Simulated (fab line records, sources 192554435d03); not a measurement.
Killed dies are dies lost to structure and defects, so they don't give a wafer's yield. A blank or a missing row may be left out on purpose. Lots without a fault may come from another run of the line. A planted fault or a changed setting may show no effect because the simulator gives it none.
Which tool did it? | flow n5_finfet | 9 lots, 26 wafers sampled, at 5 steps of a route of 1938

WHAT THE GAUGES READ, wafer by wafer
N5_BEOL_M0_SAQP_INSPECT_16: inspects for defects (brightfield). Usual: raw_defect_count 486, standard deviation 130.
lot  | measured     | on                | raw_defect_count | flag
L878 | day 6 12:41  | defect_inspect-01 | 365 405 428      |
L879 | day 6 19:02  | defect_inspect-01 | 294 493 433      |
L884 | day 7 19:44  | defect_inspect-02 | 759 490          |
L885 | day 8 05:16  | defect_inspect-02 | 600 363 503      |
L886 | day 8 13:37  | defect_inspect-02 | 345 455 552      |
L891 | day 9 20:48  | defect_inspect-02 | 353 553 291      |
L892 | day 9 21:44  | defect_inspect-02 | 463 397 374      |
L896 | day 11 00:59 | defect_inspect-01 | 429 519 463      |
L897 | day 11 07:00 | defect_inspect-01 | 606 361 671      |

N5_BEOL_M4_RC_MEAS_101. Usual: DIBL_N 37.0 mV/V, standard deviation 2.3; DIBL_P 37.3 mV/V, standard deviation 2.8; IOFF_N 0.17 nA/um, standard deviation 0.046; IOFF_P 0.23 nA/um, standard deviation 0.054; ION_N 675 uA/um, standard deviation 14; ION_P 460 uA/um, standard deviation 9.3; SS_N 71.7 mV/dec, standard deviation 0.73; SS_P 73.6 mV/dec, standard deviation 0.95; VT_N 249 mV, standard deviation 3.9; VT_P -250 mV, standard deviation 3.9.
lot  | measured     | on        | DIBL_N (mV/V)  | DIBL_P (mV/V)  | IOFF_N (nA/um) | IOFF_P (nA/um) | ION_N (uA/um) | ION_P (uA/um) | SS_N (mV/dec)  | SS_P (mV/dec)  | VT_N (mV)   | VT_P (mV)      | flag
L878 | day 9 01:54  | prober-01 | 36.7 36.7 36.5 | 38.7 36.8 38.3 | 0.17 0.16 0.16 | 0.26 0.21 0.25 | 681 671 679   | 475 459 473   | 70.8 71.5 71.2 | 74.1 72.5 73.6 | 248 251 251 | -247 -251 -247 |
L879 | day 9 09:13  | prober-01 | 36.5 34.8 40.1 | 38.2 36.0 43.2 | 0.19 0.14 0.28 | 0.25 0.21 0.37 | 691 653 701   | 469 455 483   | 72.1 71.9 72.7 | 73.1 71.4 74.5 | 246 251 242 | -247 -248 -242 |
L884 | day 10 09:41 | prober-01 | 34.9 34.6      | 32.9 33.9      | 0.14 0.12      | 0.19 0.20      | 681 669       | 474 466       | 71.4 71.9      | 73.1 72.5      | 250 254     | -248 -250      |
L885 | day 10 19:25 | prober-01 | 37.4 39.7 37.1 | 35.9 38.7 36.5 | 0.17 0.21 0.15 | 0.19 0.24 0.20 | 670 677 650   | 458 461 450   | 71.4 72.4 71.0 | 73.9 73.9 72.9 | 247 246 252 | -251 -251 -251 |
L886 | day 11 08:12 | prober-02 | 32.2 39.6 37.6 | 32.4 41.7 38.2 | 0.11 0.26 0.19 | 0.18 0.34 0.26 | 655 701 678   | 460 478 465   | 70.1 71.5 72.0 | 72.2 75.0 73.4 | 256 240 247 | -253 -244 -245 |
L891 | day 12 22:21 | prober-02 | 33.5 36.2 37.3 | 30.7 35.0 35.0 | 0.10 0.14 0.16 | 0.13 0.18 0.18 | 640 664 666   | 440 452 448   | 71.0 71.2 72.1 | 72.3 73.1 73.3 | 257 250 250 | -258 -254 -253 |
L892 | day 12 22:43 | prober-01 | 32.3 36.5 32.7 | 33.6 38.5 34.1 | 0.11 0.18 0.12 | 0.14 0.20 0.14 | 657 679 663   | 445 458 449   | 71.2 72.3 71.1 | 72.2 73.7 72.2 | 256 249 254 | -257 -252 -258 |
L896 | day 14 07:43 | prober-02 | 37.7 40.0 35.8 | 38.9 40.9 37.0 | 0.19 0.24 0.15 | 0.28 0.30 0.23 | 670 696 677   | 460 474 471   | 72.9 73.1 71.6 | 73.9 74.6 73.2 | 249 244 250 | -247 -245 -248 |
L897 | day 14 06:08 | prober-01 | 37.3 37.0 33.1 | 38.5 38.7 34.3 | 0.16 0.17 0.10 | 0.18 0.18 0.13 | 675 675 656   | 450 449 445   | 72.0 71.9 70.3 | 74.2 73.9 72.1 | 252 251 256 | -257 -256 -258 |

WHICH TOOL RAN EACH LOT (tool, then ch and the chambers of the sampled wafers, then the start)
lot  | N5_BEOL_M0_SAQP_PECVD_00       | N5_BEOL_M0_SAQP_PECVD_03       | N5_BEOL_M0_SAQP_ETCH_84
L878 | pecvd-02 ch 1,2, day 6 10:01   | pecvd-04 ch 0,1,2, day 6 11:56 | rie_diel-06 ch 1,2,3, day 6 13:01
L879 | pecvd-02 ch 0,1, day 6 14:38   | pecvd-04 ch 1,2, day 6 18:18   | rie_diel-04 ch 0,1,3, day 6 19:20
L884 | pecvd-02 ch 1, day 7 17:16     | pecvd-01 ch 0, day 7 19:07     | rie_diel-06 ch 0,3, day 7 20:03
L885 | pecvd-04 ch 2, day 8 01:59     | pecvd-02 ch 0,1,2, day 8 04:33 | rie_diel-06 ch 0,3, day 8 05:23
L886 | pecvd-04 ch 1,2, day 8 09:00   | pecvd-02 ch 1,2, day 8 12:51   | rie_diel-06 ch 0,2,3, day 8 13:44
L891 | pecvd-02 ch 0,1,2, day 9 16:59 | pecvd-01 ch 0,2, day 9 20:11   | rie_diel-02 ch 2,3, day 9 20:55
L892 | pecvd-02 ch 1,2, day 9 20:04   | pecvd-02 ch 0,1,2, day 9 20:59 | rie_diel-02 ch 0,1, day 9 21:51
L896 | pecvd-02 ch 0,1, day 10 22:42  | pecvd-04 ch 1,2, day 11 00:14  | rie_diel-02 ch 1,2,3, day 11 01:07
L897 | pecvd-02 ch 1,2, day 11 04:50  | pecvd-04 ch 0,1, day 11 06:22  | rie_diel-06 ch 0,2,3, day 11 07:07
- N5_BEOL_M0_SAQP_PECVD_00: deposits SiCN from 3MS/NH3, target thk 8 nm, time 14 s.
- N5_BEOL_M0_SAQP_PECVD_03: deposits SiCN from 3MS/NH3, target thk 12 nm, time 21.1 s.
- N5_BEOL_M0_SAQP_ETCH_84: etches SOC in N2/H2, target depth 100 nm, overetch 20 nm, time 150 s.

WHAT THE TOOLS THEMSELVES READ (means of the sampled wafers that have a number; where no wafer has one, the mark that the record gives instead)
N5_BEOL_M0_SAQP_PECVD_00. Usual: chamber_pressure_Torr 3.000 Torr, standard deviation 0.0061; showerhead_plenum_p_Torr 3.662 Torr, standard deviation 0.016; throttle_valve_pct 8.9 %, standard deviation 0.5.
lot  | tool     | chamber_pressure_Torr (Torr) | showerhead_plenum_p_Torr (Torr) | throttle_valve_pct (%) | flag
L878 | pecvd-02 | 3.002                        | 3.660                           | 9.2                    |
L879 | pecvd-02 | 2.998                        | 3.672                           | 9.5                    |
L884 | pecvd-02 | 2.997                        | 3.668                           | 9.4                    |
L885 | pecvd-04 | 3.008                        | 3.647                           | 8.1                    |
L886 | pecvd-04 | 3.003                        | 3.649                           | 8.3                    |
L891 | pecvd-02 | 3.009                        | 3.666                           | 9.0                    |
L892 | pecvd-02 | 3.009                        | 3.658                           | 9.0                    |
L896 | pecvd-02 | 2.999                        | 3.676                           | 9.3                    |
L897 | pecvd-02 | 3.000                        | 3.659                           | 9.1                    |

N5_BEOL_M0_SAQP_PECVD_03. Usual: chamber_pressure_Torr 3.000 Torr, standard deviation 0.0061; showerhead_plenum_p_Torr 3.661 Torr, standard deviation 0.015; throttle_valve_pct 9.1 %, standard deviation 0.49.
lot  | tool     | chamber_pressure_Torr (Torr) | showerhead_plenum_p_Torr (Torr) | throttle_valve_pct (%) | flag
L878 | pecvd-04 | 2.998                        | 3.653                           | 8.5                    |
L879 | pecvd-04 | 2.993                        | 3.648                           | 8.4                    |
L884 | pecvd-01 | 2.998                        | 3.648                           | 9.5                    |
L885 | pecvd-02 | 2.997                        | 3.676                           | 9.1                    |
L886 | pecvd-02 | 2.995                        | 3.658                           | 8.9                    |
L891 | pecvd-01 | 2.999                        | 3.657                           | 9.4                    |
L892 | pecvd-02 | 3.002                        | 3.668                           | 9.2                    |
L896 | pecvd-04 | 2.991                        | 3.645                           | 8.4                    |
L897 | pecvd-04 | 3.001                        | 3.666                           | 8.6                    |

N5_BEOL_M0_SAQP_ETCH_84. Usual: drypump_motor_current_A 5.8 A, standard deviation 0.53; n2_flow_sccm 199.8 sccm, standard deviation 0.54; oes_product_au 0.68 a.u., standard deviation 0.064; rf_vpp_V 524.1 V, standard deviation 2.6; run_length_s 173.2 s, standard deviation 0.41; showerhead_plenum_p_Torr 2.55 Torr, standard deviation 0.087; temp_c 40.00 C, standard deviation 0.11; throttle_valve_pct 17.77 %, standard deviation 0.29.
lot  | tool        | drypump_motor_current_A (A) | n2_flow_sccm (sccm) | oes_product_au (a.u.) | rf_vpp_V (V) | run_length_s (s) | showerhead_plenum_p_Torr (Torr) | temp_c (C) | throttle_valve_pct (%) | flag
L878 | rie_diel-06 | 5.6                         | 199.8               | 0.74                  | 522.5        | 173.0            | 2.50                            | 40.06      | 17.65                  |
L879 | rie_diel-04 | 5.8                         | 200.1               | 0.66                  | 524.4        | 173.0            | 2.57                            | 39.99      | 17.77                  |
L884 | rie_diel-06 | 5.6                         | 199.9               | 0.67                  | 524.0        | 169.7            | 2.55                            | 40.03      | 18.09                  | OFF
L885 | rie_diel-06 | 5.4                         | 199.4               | 0.67                  | 522.4        | 170.8            | 2.51                            | 40.00      | 18.07                  | OFF
L886 | rie_diel-06 | 5.8                         | 200.3               | 0.71                  | 522.6        | 170.6            | 2.52                            | 40.01      | 18.00                  | OFF
L891 | rie_diel-02 | 6.4                         | 199.9               | 0.65                  | 521.2        | 173.1            | 2.47                            | 39.87      | 17.92                  |
L892 | rie_diel-02 | 6.0                         | 199.5               | 0.76                  | 526.2        | 173.1            | 2.60                            | 40.08      | 17.39                  |
L896 | rie_diel-02 | 6.0                         | 199.5               | 0.63                  | 523.4        | 173.0            | 2.52                            | 40.07      | 17.83                  |
L897 | rie_diel-06 | 5.8                         | 199.9               | 0.68                  | 523.5        | 173.2            | 2.52                            | 40.00      | 18.03                  |

THE ANSWER, worked out from the rows above alone
Rule: a lot is off if the mean of its wafers that have a number lies more than 3 standard deviations from the usual mean. A lot without any number at a reading at which 4 lots or more have one is off too. The other lots that the step has rows for count as sound. The gauges are gone through in route order, then the tools' own readings, and for those a lot's mean is taken as printed above. The first step at which some lot is off is used, and at that step the reading that is off furthest; a lot without a number counts as furthest.
Off: L884, L885, L886, at N5_BEOL_M0_SAQP_ETCH_84 (run_length_s).
A tool fits if, at that step or a process step before it, it ran every lot that is off, and no sound lot after the first of them. None of those tried fits.

WHAT THE SIMULATOR HAD PUT IN
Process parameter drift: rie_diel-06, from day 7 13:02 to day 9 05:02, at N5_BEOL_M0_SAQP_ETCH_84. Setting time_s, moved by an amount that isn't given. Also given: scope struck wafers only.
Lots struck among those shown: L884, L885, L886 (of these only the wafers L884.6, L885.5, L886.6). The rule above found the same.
